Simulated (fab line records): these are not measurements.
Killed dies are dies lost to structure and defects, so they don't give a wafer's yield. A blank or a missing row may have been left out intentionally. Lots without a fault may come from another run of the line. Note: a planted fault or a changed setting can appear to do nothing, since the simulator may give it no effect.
fab line records	flow n5Finfet	part 1 of 2: steps 1 to 4 of 6
record: lots: 22	wafers: 66	lastDay: 18
route steps=1938 shown BEOL_M0_SAQP@663 BEOL_M0_CUTY@710
lots untouched by any fault: they come from a run of this same line in which no faults occurred
startH: hours from the record's first day to the start of the lot's first wafer shown	waitH: hours since the lot's step before	" unchanged from the row above	L1.1+2: several wafers, shown together as one row	- no value, or no start given	* or withheld: withheld	< > ~ a bound
route shown NAME@n: names a module that has steps shown in the file, with the first one's number in the route	usual: mean/standard deviation of fault-free wafers	same: alike in all rows	chamber/n: place in a boat	sites: the reading at each site	_std_site: how widely they spread, as a standard deviation	_edge_site: mean of outer sites minus mean of inner sites	radiusMm: for every site, how far away it sits from the centre of the wafer	mask NAME#n: copy n	behind: tool/chamber where the wafer was last shaped	hold: why the lot was held/for how many hours/how that ended	device: which transistor (n, p or np) failed to switch	end of line: the tests these same wafers got at the end of their route	a step without rows: its recipe alone	killed: dies that structure and defects cost at the first sort, which is not the same as the wafer's yield	map: a wafer's dies, marking killed ones x, the rest . and places with no die _
set.NAME: the setting as run; set.NAME@STEP: as run at that earlier step	model.NAME: the simulator's own value behind a step, which no gauge read
the route's steps for a sample of lots (tables are steps, rows are wafers)
services: when a tool's chamber went out of use (startH, in hours from the record's first day, below 0 if earlier), for how many hours, and the reason
== steps ==
step: N5_BEOL_M0_SAQP_SPACER1_ALD_98
recipe: material: SiO2	targetThkA: 128	tempC: 300	aldPrecursorFamily: BDEAS	aldCoReactant: O2-plasma	pulseTimeS: 1	purgeTimeS: 2	coReactantPurgeTimeS: 2	aldCycles: 138	pressureTorr: 2
usual: heaterPowerW: 466/60	precursorPulseHeightRel: 1.001/0.021
lot.wafer	tool	chamber	startH	waitH	heaterPowerW	precursorPulseHeightRel
L075.2	aldSin-02	3	115.54	0.3	417	0.999
L075.5	"	0	"	"	507	1.013
L075.6	"	1	"	"	568	0.972
L077.2	aldSin-03	1	129.64	0.9	519	0.992
L077.5	"	0	"	"	413	1.005
L077.6	"	1	"	"	523	1.000
L078.1	aldSin-03	2	136.85	0.3	351	0.985
L078.3	"	1	"	"	525	1.022
L078.5	"	1	"	"	512	1.018
L079.1	aldSin-02	3	143.46	1.0	414	1.012
L079.2	"	1	"	"	579	0.981
L079.4	"	2	"	"	461	1.017
L080.1	aldSin-03	0	144.93	0.3	404	1.000
L080.3	"	1	"	"	517	1.000
L080.4	"	0	"	"	409	1.025
L081.1	aldSin-02	1	155.76	0.3	571	0.988
L081.3	"	0	"	"	507	1.015
L081.5	"	2	"	"	470	1.015
L082.2	aldSin-04	1	160.86	0.7	475	0.951
L082.4	"	2	"	"	430	0.999
L082.6	"	2	"	"	424	1.028
L083.1	aldSin-02	2	164.71	1.4	474	1.001
L083.5	"	3	"	"	411	0.991
L083.6	"	2	"	"	458	0.991
L084.3	aldSin-02	2	174.23	0.7	470	0.991
L084.4	"	2	"	"	455	0.986
L084.5	"	0	"	"	511	1.058
L085.1	aldSin-03	2	178.04	2.4	353	1.003
L085.4	"	1	"	"	515	0.989
L085.5	"	3	"	"	509	0.990
L086.1	aldSin-03	3	185.41	0.4	513	0.992
L086.2	"	1	"	"	522	0.996
L086.5	"	1	"	"	519	0.974
L087.3	aldSin-03	0	191.24	0.2	428	1.042
L087.4	"	0	"	"	418	1.020
L087.6	"	2	"	"	354	1.015
L088.2	aldSin-02	3	195.49	1.0	387	0.931
L088.3	"	0	"	"	491	0.993
L088.5	"	3	"	"	405	1.006
L089.1	aldSin-03	1	204.21	0.3	532	1.004
L089.2	"	3	"	"	504	1.032
L089.4	"	0	"	"	430	0.984
L090.3	aldSin-04	1	206.87	0.4	500	1.041
L090.4	"	1	"	"	490	1.014
L090.6	"	2	"	"	428	0.978
L091.1	aldSin-03	2	212.96	0.3	359	0.989
L091.3	"	3	"	"	505	0.999
L091.4	"	1	"	"	525	1.016
L092.2	aldSin-02	1	217.50	0.9	543	1.018
L092.4	"	3	"	"	391	0.999
L092.6	"	1	"	"	525	0.958
L093.2	aldSin-02	3	222.46	1.0	396	1.038
L093.5	"	0	"	"	498	1.003
L093.6	"	1	"	"	546	1.007
L094.1	aldSin-03	1	228.90	0.3	521	0.989
L094.4	"	0	"	"	419	0.974
L094.6	"	0	"	"	419	1.016
L095.1	aldSin-04	1	236.76	0.4	492	0.985
L095.3	"	3	"	"	476	0.986
L095.4	"	0	"	"	425	0.978
L096.2	aldSin-04	3	239.86	0.3	481	1.024
L096.3	"	2	"	"	426	1.001
L096.4	"	1	"	"	492	1.011
L097.1	aldSin-02	3	243.58	0.3	394	1.037
L097.2	"	0	"	"	501	1.022
L097.6	"	0	"	"	507	1.029
step: N5_BEOL_M0_SAQP_ETCH_107
recipe: chemistry: CH3F/O2	target: SiNx	targetDepthA: 300	maskMaterial: SOC	pressureMtorr: 30	sourceW: 395	biasW: 73	Ar_flow_sccm: 150	CH3F_flow_sccm: 30	O2_flow_sccm: 20	ionEnergyEv: 120
usual: drypumpMotorCurrentA: 5.9/0.57	oesProductAu: 0.79/0.093	rfVppV: 294/4.1	showerheadPlenumPTorr: 2.00/0.07	throttleValvePct: 16.36/0.2
lot.wafer	tool	chamber	startH	waitH	drypumpMotorCurrentA	oesProductAu	rfHoursCounterH	rfVppV	showerheadPlenumPTorr	throttleValvePct
L075.2	rieDiel-04	0	116.98	0.0	5.4	0.68	227	313	2.05	16.78
L075.5	"	2	"	"	5.7	0.71	-	297	2.08	16.41
L075.6	"	3	"	"	5.5	0.68	-	284	1.89	16.31
L077.2	rieDiel-02	2	131.09	0.0	6.7	0.85	52	293	2.03	16.56
L077.5	"	0	"	"	5.1	0.70	-	293	1.87	16.39
L077.6	"	1	"	"	6.2	0.69	-	299	1.98	16.71
L078.1	rieDiel-05	3	138.37	0.0	6.3	0.81	83	299	1.93	16.15
L078.3	"	1	"	"	5.6	0.78	125	289	1.93	16.22
L078.5	"	0	"	"	5.5	0.72	-	295	2.06	16.29
L079.1	rieDiel-02	2	145.08	0.0	6.7	0.84	56	293	2.03	16.58
L079.2	"	1	"	"	6.2	0.70	246	299	1.98	16.70
L079.4	"	0	"	"	5.1	0.70	241	293	1.87	16.42
L080.1	rieDiel-02	1	146.49	0.0	6.2	0.68	246	298	1.98	16.72
L080.3	"	2	"	"	6.7	0.84	57	292	2.03	16.57
L080.4	"	0	"	"	5.0	0.70	241	292	1.87	16.41
L081.1	rieDiel-02	0	157.33	0.0	5.0	0.70	244	295	1.87	16.42
L081.3	"	3	"	"	6.5	0.78	143	294	2.00	16.45
L081.5	"	3	"	"	6.5	0.77	-	294	2.00	16.44
L082.2	rieDiel-02	2	162.88	0.0	6.7	0.83	64	292	2.03	16.59
L082.4	"	3	"	"	6.5	0.77	-	295	2.00	16.46
L082.6	"	0	"	"	5.0	0.69	-	292	1.87	16.42
L083.1	rieDiel-02	3	166.16	0.0	6.5	0.77	147	297	2.00	16.46
L083.5	"	2	"	"	6.8	0.84	-	292	2.03	16.60
L083.6	"	0	"	"	5.0	0.70	-	292	1.87	16.44
L084.3	rieDiel-05	1	175.80	0.0	5.6	0.78	136	287	1.93	16.25
L084.4	"	3	"	"	6.4	0.80	96	298	1.92	16.20
L084.5	"	3	"	"	6.3	0.80	-	299	1.92	16.21
L085.1	rieDiel-05	2	179.48	0.0	6.5	0.91	33	289	1.96	16.28
L085.4	"	0	"	"	5.4	0.71	208	295	2.06	16.29
L085.5	"	0	"	"	5.5	0.71	-	295	2.06	16.31
L086.1	rieDiel-04	2	186.85	0.0	5.7	0.69	239	299	2.07	16.45
L086.2	"	3	"	"	5.5	0.92	12	289	2.14	15.90
L086.5	"	1	"	"	5.3	0.68	-	298	2.06	16.37
L087.3	rieDiel-04	1	192.90	0.0	5.3	0.67	247	298	2.06	16.36
L087.4	"	1	"	"	5.3	0.68	-	299	2.06	16.37
L087.6	"	3	"	"	5.5	0.92	-	289	2.14	15.93
L088.2	rieDiel-02	3	197.00	0.0	6.4	0.76	160	296	2.00	16.47
L088.3	"	2	"	"	6.7	0.82	77	294	2.02	16.61
L088.5	"	1	"	"	6.2	0.93	-	296	1.98	16.23
L089.1	rieDiel-02	2	205.72	0.0	6.7	0.81	81	292	2.02	16.62
L089.2	"	1	"	"	6.2	0.93	7	299	1.98	16.26
L089.4	"	3	"	"	6.5	0.76	163	295	1.99	16.49
L090.3	rieDiel-04	2	208.73	0.0	5.7	0.69	249	297	2.06	16.49
L090.4	"	2	"	"	5.7	0.69	-	299	2.06	16.47
L090.6	"	3	"	"	5.5	0.91	-	290	2.13	15.93
L091.1	rieDiel-05	3	214.44	0.0	6.3	0.78	108	300	1.92	16.23
L091.3	"	2	"	"	6.4	0.88	44	290	1.96	16.30
L091.4	"	0	"	"	5.5	0.70	219	297	2.05	16.33
L092.2	rieDiel-02	3	218.94	0.0	6.5	0.76	167	295	1.99	16.49
L092.4	"	2	"	"	6.8	0.81	85	292	2.02	16.65
L092.6	"	0	"	"	5.0	1.02	-	297	2.11	15.93
L093.2	rieDiel-04	2	224.08	0.0	5.7	0.68	254	299	2.06	16.47
L093.5	"	2	"	"	5.7	0.68	-	299	2.06	16.47
L093.6	"	0	"	"	5.4	0.98	-	300	2.04	16.38
L094.1	rieDiel-05	1	230.41	0.0	5.6	0.75	152	288	1.92	16.28
L094.4	"	2	"	"	6.4	0.87	49	289	1.96	16.30
L094.6	"	2	"	"	6.5	0.87	-	291	1.96	16.31
L095.1	rieDiel-04	0	238.30	0.0	5.4	0.95	6	298	2.04	16.38
L095.3	"	2	"	"	5.7	0.68	259	297	2.06	16.49
L095.4	"	0	"	"	5.4	0.94	-	300	2.04	16.39
L096.2	rieDiel-02	0	241.30	0.0	5.0	0.98	10	297	2.11	15.96
L096.3	"	2	"	"	6.8	0.80	92	292	2.02	16.65
L096.4	"	1	"	"	6.2	0.88	17	297	1.97	16.26
L097.1	rieDiel-05	0	245.06	0.0	5.4	0.70	228	295	2.05	16.34
L097.2	"	1	"	"	5.6	0.75	157	288	1.92	16.29
L097.6	"	0	"	"	5.4	0.70	-	296	2.05	16.34
step: N5_BEOL_M0_SAQP_DESCUM_45
recipe: chemistry: O2	timeS: 7	sourcePowerW: 50	biasPowerW: 20	pressureMtorr: 20	rfFrequencyHz: 2.712e+07	tempC: 40	resist: CAR-EUV	o2FlowSccm: 225
usual: drypumpMotorCurrentA: 6.0/0.58	oesProductAu: 0.81/0.095	rfVppV: 243.1/1.4	showerheadPlenumPTorr: 2.09/0.07	throttleValvePct: 20.41/0.17
lot.wafer	tool	chamber	startH	waitH	drypumpMotorCurrentA	oesProductAu	rfHoursCounterH	rfVppV	showerheadPlenumPTorr	throttleValvePct
L075.2	rieDiel-04	0	118.82	0.2	5.4	0.68	228	243.8	2.14	20.82
L075.5	"	3	"	"	5.5	0.68	-	241.4	2.00	20.45
L075.6	"	2	"	"	5.7	0.70	-	243.8	2.17	20.44
L077.2	rieDiel-02	2	132.64	0.0	6.8	0.86	53	242.8	2.12	20.64
L077.5	"	0	"	"	5.0	0.70	-	241.5	1.96	20.46
L077.6	"	3	"	"	6.5	0.79	-	244.1	2.09	20.42
L078.1	rieDiel-05	3	139.79	0.0	6.3	0.82	83	242.6	2.03	20.30
L078.3	"	2	"	"	6.5	0.94	21	242.1	2.07	20.42
L078.5	"	2	"	"	6.5	0.93	-	242.7	2.06	20.40
L079.1	rieDiel-05	1	146.50	0.0	5.6	0.78	127	243.0	2.02	20.31
L079.2	"	3	"	"	6.4	0.80	85	241.7	2.03	20.32
L079.4	"	0	"	"	5.5	0.72	201	243.7	2.15	20.33
L080.1	rieDiel-05	1	148.16	0.2	5.6	0.78	127	242.8	2.02	20.31
L080.3	"	3	"	"	6.3	0.80	86	242.6	2.03	20.29
L080.4	"	2	"	"	6.4	0.93	23	241.9	2.06	20.40
L081.1	rieDiel-02	2	158.75	0.0	6.8	0.85	61	244.7	2.11	20.64
L081.3	"	0	"	"	5.1	0.70	245	242.3	1.96	20.46
L081.5	"	0	"	"	5.0	0.70	-	241.3	1.96	20.46
L082.2	rieDiel-04	3	164.46	0.1	5.5	0.97	5	245.2	2.26	20.14
L082.4	"	1	"	"	5.4	0.68	238	242.7	2.14	20.23
L082.6	"	3	"	"	5.5	0.96	-	245.7	2.26	20.15
L083.1	rieDiel-02	3	167.70	0.0	6.5	0.78	147	242.3	2.09	20.46
L083.5	"	0	"	"	5.0	0.69	-	242.3	1.96	20.47
L083.6	"	3	"	"	6.5	0.79	-	242.8	2.09	20.45
L084.3	rieDiel-02	2	180.20	0.0	6.8	0.84	71	244.2	2.11	20.66
L084.4	"	2	"	"	6.7	0.83	-	244.0	2.11	20.65
L084.5	"	0	"	"	5.0	0.69	-	241.1	1.96	20.46
L085.1	rieDiel-02	2	181.56	0.0	6.8	0.83	71	244.3	2.11	20.66
L085.4	"	3	"	"	6.5	0.77	-	243.6	2.08	20.46
L085.5	"	0	"	"	5.1	0.69	-	241.7	1.96	20.48
L086.1	rieDiel-05	0	188.50	0.0	5.4	0.71	210	243.9	2.15	20.33
L086.2	"	3	"	"	6.3	0.79	99	241.8	2.02	20.33
L086.5	"	0	"	"	5.5	0.71	-	243.8	2.15	20.32
L087.3	rieDiel-05	1	194.56	0.0	5.6	0.77	141	241.4	2.02	20.34
L087.4	"	0	"	"	5.4	0.71	212	244.1	2.15	20.34
L087.6	"	3	"	"	6.3	0.78	-	242.9	2.02	20.33
L088.2	rieDiel-02	2	198.54	0.0	6.7	0.83	78	243.2	2.11	20.66
L088.3	"	3	"	"	6.5	0.76	160	242.8	2.08	20.46
L088.5	"	3	"	"	6.5	0.77	-	242.6	2.08	20.47
L089.1	rieDiel-02	2	207.20	0.0	6.8	0.83	81	242.6	2.11	20.68
L089.2	"	3	"	"	6.5	0.77	164	242.5	2.08	20.46
L089.4	"	0	"	"	5.0	1.02	1	245.9	2.22	20.05
L090.3	rieDiel-04	2	210.30	0.0	5.7	0.69	249	243.4	2.15	20.47
L090.4	"	2	"	"	5.7	0.68	-	245.2	2.15	20.49
L090.6	"	3	"	"	5.5	0.91	-	246.6	2.25	20.18
L091.1	rieDiel-04	2	216.17	0.0	5.7	0.69	251	244.1	2.15	20.48
L091.3	"	3	"	"	5.4	0.91	23	245.2	2.25	20.18
L091.4	"	3	"	"	5.4	0.92	-	244.4	2.25	20.17
L092.2	rieDiel-02	3	220.80	0.2	6.5	0.76	167	244.7	2.08	20.48
L092.4	"	1	"	"	6.2	0.92	11	243.4	2.04	20.25
L092.6	"	1	"	"	6.2	0.92	-	241.9	2.04	20.25
L093.2	rieDiel-02	1	225.73	0.1	6.2	0.93	13	241.9	2.04	20.25
L093.5	"	2	"	"	6.7	0.82	-	243.0	2.10	20.67
L093.6	"	3	"	"	6.5	0.77	-	242.0	2.08	20.49
L094.1	rieDiel-02	2	231.88	0.0	6.8	0.82	89	242.9	2.10	20.69
L094.4	"	3	"	"	6.5	0.77	170	243.0	2.08	20.47
L094.6	"	2	"	"	6.7	0.82	-	241.7	2.10	20.69
L095.1	rieDiel-02	2	239.72	0.0	6.7	0.81	92	242.9	2.10	20.69
L095.3	"	0	"	"	5.0	0.98	10	243.9	2.22	20.07
L095.4	"	3	"	"	6.5	0.75	173	243.1	2.08	20.50
L096.2	rieDiel-05	2	243.16	0.3	6.5	0.88	53	242.3	2.05	20.46
L096.3	"	3	"	"	6.4	0.77	118	241.4	2.01	20.36
L096.4	"	1	"	"	5.6	0.75	157	241.0	2.01	20.36
L097.1	rieDiel-02	0	247.09	0.0	5.0	0.98	12	244.9	2.22	20.06
L097.2	"	1	"	"	6.1	0.90	19	242.0	2.04	20.27
L097.6	"	0	"	"	5.0	0.98	-	244.9	2.22	20.07
step: N5_BEOL_M0_SAQP_ETCH_73
recipe: chemistry: CF4	target: SiARC	targetDepthA: 195	maskMaterial: CAR-EUV	timeS: 32.5	ionEnergyEv: 80	pressureMtorr: 40	sourceW: 545	biasW: 36	Ar_flow_sccm: 100	cf4FlowSccm: 100	ends: cleared
usual: drypumpMotorCurrentA: 6.0/0.58	etchRfOnTimeS: 32.7/0.84	oesProductAu: 0.68/0.078	rfVppV: 183.9/1.2	showerheadPlenumPTorr: 2.14/0.068	throttleValvePct: 15.62/0.2
lot.wafer	tool	chamber	startH	waitH	drypumpMotorCurrentA	etchRfOnTimeS	oesProductAu	rfHoursCounterH	rfVppV	showerheadPlenumPTorr	throttleValvePct
L075.2	rieDiel-04	0	118.87	0.0	5.4	32.8	0.58	228	185.1	2.20	16.04
L075.5	"	3	"	"	5.5	32.5	0.58	-	182.4	2.03	15.59
L075.6	"	2	"	"	5.7	32.2	0.61	-	185.0	2.21	15.63
L077.2	rieDiel-02	2	132.69	0.0	6.7	33.5	0.72	53	185.1	2.18	15.81
L077.5	"	0	"	"	5.0	31.5	0.61	-	182.3	2.02	15.74
L077.6	"	3	"	"	6.5	33.7	0.66	-	185.4	2.14	15.66
L078.1	rieDiel-05	3	139.84	0.0	6.3	33.6	0.68	83	182.5	2.07	15.46
L078.3	"	2	"	"	6.4	32.6	0.80	21	184.0	2.12	15.53
L078.5	"	2	"	"	6.5	32.5	0.79	-	185.2	2.12	15.54
L079.1	rieDiel-05	1	146.56	0.0	5.6	32.1	0.67	127	182.8	2.07	15.50
L079.2	"	3	"	"	6.3	33.1	0.69	85	179.6	2.07	15.44
L079.4	"	0	"	"	5.4	31.7	0.61	201	185.3	2.21	15.57
L080.1	rieDiel-05	1	148.21	0.0	5.6	32.0	0.67	127	182.9	2.07	15.50
L080.3	"	3	"	"	6.3	33.3	0.69	86	183.8	2.07	15.46
L080.4	"	2	"	"	6.4	32.7	0.78	23	182.6	2.12	15.53
L081.1	rieDiel-02	2	158.80	0.0	6.8	34.0	0.71	61	182.8	2.18	15.84
L081.3	"	0	"	"	5.0	31.7	0.60	245	183.0	2.02	15.75
L081.5	"	0	"	"	5.1	31.7	0.60	-	183.3	2.02	15.75
L082.2	rieDiel-04	3	164.51	0.0	5.5	32.8	0.83	5	185.9	2.28	15.13
L082.4	"	1	"	"	5.3	32.8	0.58	238	184.5	2.20	15.60
L082.6	"	3	"	"	5.5	32.3	0.83	-	187.0	2.28	15.13
L083.1	rieDiel-02	3	167.75	0.0	6.4	33.3	0.65	147	184.0	2.14	15.70
L083.5	"	0	"	"	5.0	31.2	0.59	-	182.8	2.02	15.77
L083.6	"	3	"	"	6.4	33.4	0.65	-	182.6	2.14	15.69
L084.3	rieDiel-02	2	180.25	0.0	6.7	33.8	0.70	71	184.6	2.17	15.87
L084.4	"	2	"	"	6.7	33.8	0.70	-	184.7	2.17	15.88
L084.5	"	0	"	"	5.1	31.7	0.59	-	182.4	2.02	15.78
L085.1	rieDiel-02	2	181.61	0.0	6.7	34.0	0.69	71	184.2	2.17	15.88
L085.4	"	3	"	"	6.5	33.7	0.64	-	182.4	2.13	15.70
L085.5	"	0	"	"	5.0	31.6	0.59	-	181.9	2.02	15.77
L086.1	rieDiel-05	0	188.56	0.0	5.5	31.8	0.61	210	185.6	2.20	15.58
L086.2	"	3	"	"	6.3	32.8	0.68	99	183.8	2.07	15.48
L086.5	"	0	"	"	5.5	31.5	0.61	-	184.0	2.20	15.57
L087.3	rieDiel-05	1	194.61	0.0	5.6	32.3	0.65	141	182.6	2.07	15.51
L087.4	"	0	"	"	5.4	32.3	0.60	212	185.9	2.20	15.60
L087.6	"	3	"	"	6.4	33.7	0.68	-	184.3	2.06	15.48
L088.2	rieDiel-02	2	198.60	0.0	6.8	33.4	0.70	78	183.0	2.17	15.90
L088.3	"	3	"	"	6.4	33.1	0.66	160	183.6	2.13	15.73
L088.5	"	3	"	"	6.4	33.1	0.65	-	183.6	2.13	15.70
L089.1	rieDiel-02	2	207.25	0.0	6.7	33.6	0.69	81	183.7	2.17	15.90
L089.2	"	3	"	"	6.5	33.5	0.64	164	185.3	2.13	15.72
L089.4	"	0	"	"	5.1	30.6	0.90	1	186.3	2.27	15.26
L090.3	rieDiel-04	2	210.35	0.0	5.7	32.2	0.59	249	183.8	2.20	15.68
L090.4	"	2	"	"	5.7	32.5	0.59	-	184.7	2.20	15.68
L090.6	"	3	"	"	5.5	32.8	0.78	-	186.5	2.28	15.17
L091.1	rieDiel-04	2	216.23	0.0	5.7	32.1	0.59	251	185.7	2.20	15.71
L091.3	"	3	"	"	5.5	32.8	0.77	23	184.6	2.28	15.17
L091.4	"	3	"	"	5.5	32.8	0.78	-	185.8	2.28	15.17
L092.2	rieDiel-02	3	220.85	0.0	6.5	33.0	0.65	167	183.1	2.13	15.74
L092.4	"	1	"	"	6.2	33.6	0.76	11	183.3	2.11	15.48
L092.6	"	1	"	"	6.2	33.3	0.76	-	183.5	2.11	15.48
L093.2	rieDiel-02	1	225.78	0.0	6.2	33.3	0.76	13	183.1	2.11	15.49
L093.5	"	2	"	"	6.7	33.3	0.69	-	183.8	2.17	15.91
L093.6	"	3	"	"	6.5	32.8	0.65	-	183.3	2.13	15.75
L094.1	rieDiel-02	2	231.93	0.0	6.7	33.0	0.69	89	184.1	2.17	15.91
L094.4	"	3	"	"	6.5	33.0	0.64	170	184.5	2.13	15.74
L094.6	"	2	"	"	6.7	33.2	0.69	-	183.0	2.17	15.93
L095.1	rieDiel-02	2	239.77	0.0	6.8	33.5	0.67	92	182.6	2.16	15.91
L095.3	"	0	"	"	5.0	30.7	0.85	10	185.3	2.27	15.28
L095.4	"	3	"	"	6.5	33.0	0.64	173	185.5	2.13	15.73
L096.2	rieDiel-05	2	243.21	0.0	6.4	32.7	0.74	53	183.9	2.11	15.61
L096.3	"	3	"	"	6.3	33.2	0.66	118	182.4	2.06	15.52
L096.4	"	1	"	"	5.6	32.5	0.65	157	182.6	2.06	15.55
L097.1	rieDiel-02	0	247.15	0.0	5.1	31.0	0.84	12	185.1	2.27	15.28
L097.2	"	1	"	"	6.2	33.8	0.74	19	183.3	2.11	15.49
L097.6	"	0	"	"	5.0	31.2	0.84	-	184.3	2.27	15.28
